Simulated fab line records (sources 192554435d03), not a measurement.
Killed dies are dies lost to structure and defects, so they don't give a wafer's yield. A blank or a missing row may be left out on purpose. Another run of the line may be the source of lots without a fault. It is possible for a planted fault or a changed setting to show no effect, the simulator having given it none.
A lot that was struck, set against a sound lot    flow n5-finfet    15 steps out of a route of 1938
Sound: wafers L848.2, L848.3, L848.5. The struck wafers were L854.3, L854.4. The cause is given at the end.
Per side, at each step with rows, come the tool, then ch with its chambers, and then its first start. Under that, the readings that differ: sound wafers    struck wafers    difference of the means    sigmas: that difference in standard deviations of wafers without a fault.
alike: readings whose means differ by less than 2 such deviations, and words and numbers that are the same on both sides. not compared: withheld readings, readings that some wafer has no value for, bounds like >300 that may hide the same value, and numbers for which the record gives no deviation and whose values overlap.
A row with sigmas, a row that says differs or no value, or rows on one side alone: a step with any of these is where the two part. Non-overlapping numbers with no deviation appear without sigmas and do not part them. A reading missing from all wafers of one side parts the sides only when that side holds two or more wafers.

first, 7 steps without rows for these wafers: N5_PASSIVATION_COAT_04; N5_PASSIVATION_EBR_06; N5_PASSIVATION_SOFTBAKE_05 (time 90 s); N5_PASSIVATION_EXPOSE_07 (exposes mask TV, defocus 0 nm, target cd 3000 nm); N5_PASSIVATION_PEB_08; N5_PASSIVATION_DEVELOP_09 (develop time 60 s); N5_PASSIVATION_HARDBAKE_11 (time 120 s).
N5_PASSIVATION_CD_MEAS_10 targets a cd of 3000 nm.
  sound on cd-sem-02 ch 0, day 13 10:04; struck on cd-sem-03 ch 0, day 14 20:34
  alike: cd-nm
N5_PASSIVATION_OVL_MEAS_60:
  sound on overlay-02 ch 0, day 13 10:06; struck on overlay-01 ch 0, day 14 20:36
  alike: TV_OVL
N5_PASSIVATION_INSPECT_61: inspects for defects (macro).
  sound on defect-inspect-01 at day 13 10:07; struck on defect-inspect-01 at day 14 20:37
  alike: raw-defect-count
N5_PASSIVATION_DESCUM_12: chemistry O2, time 7.9 s.
  sound on rie-diel-06 ch 0,3, day 13 10:09; struck on rie-diel-06 ch 0,2, day 14 20:39
  alike: drypump-motor-current-A, oes-product-au, rf-vpp-V, showerhead-plenum-p-Torr, throttle-valve-pct
  not compared: rf-hours-counter-h
N5_PASSIVATION_PASS_ETCH_74: etches SiNx in CF4/O2, target depth 220 nm, time 110 s.
  sound on rie-diel-06 ch 0,3, day 13 10:13; struck on rie-diel-06 ch 0,2, day 14 20:43
  alike: drypump-motor-current-A, oes-product-au, rf-vpp-V, showerhead-plenum-p-Torr, throttle-valve-pct
  not compared: rf-hours-counter-h
N5_PASSIVATION_VIA_ETCH_13: etches SiO2 in CHF3/O2, target depth 660 nm, time 330 s.
  sound on rie-diel-06 ch 0,3, day 13 10:19; struck on rie-diel-06 ch 0,2, day 14 20:49
reading                sound           struck     difference  sigmas
etch-rf-on-time-s (s)  232 235 239     145 146    -90         -21
oes-product-au (a.u.)  0.80 0.73 0.81  1.15 1.05  +0.32       +4
  alike: drypump-motor-current-A, rf-vpp-V, showerhead-plenum-p-Torr, throttle-valve-pct
  not compared: rf-hours-counter-h
N5_PASSIVATION_STRIP_14: strips in O2.
  sound on rie-diel-06 ch 0,3, day 13 10:31; struck on rie-diel-06 ch 0,2, day 14 21:01
  alike: drypump-motor-current-A, oes-product-au, rf-vpp-V, showerhead-plenum-p-Torr, throttle-valve-pct
  not compared: rf-hours-counter-h
following that, these wafers have no rows for 1 step: N5_PASSIVATION_PROBE_49.

## WHERE THEY PART
At N5_PASSIVATION_VIA_ETCH_13 and nowhere else, as far as this record goes. Later steps at which nothing parts them and some readings are alike: N5_PASSIVATION_STRIP_14.

WHY: whatever the simulator had introduced
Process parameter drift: rie-diel-06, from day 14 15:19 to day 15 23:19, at N5_PASSIVATION_VIA_ETCH_13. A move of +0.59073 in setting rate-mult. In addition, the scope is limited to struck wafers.
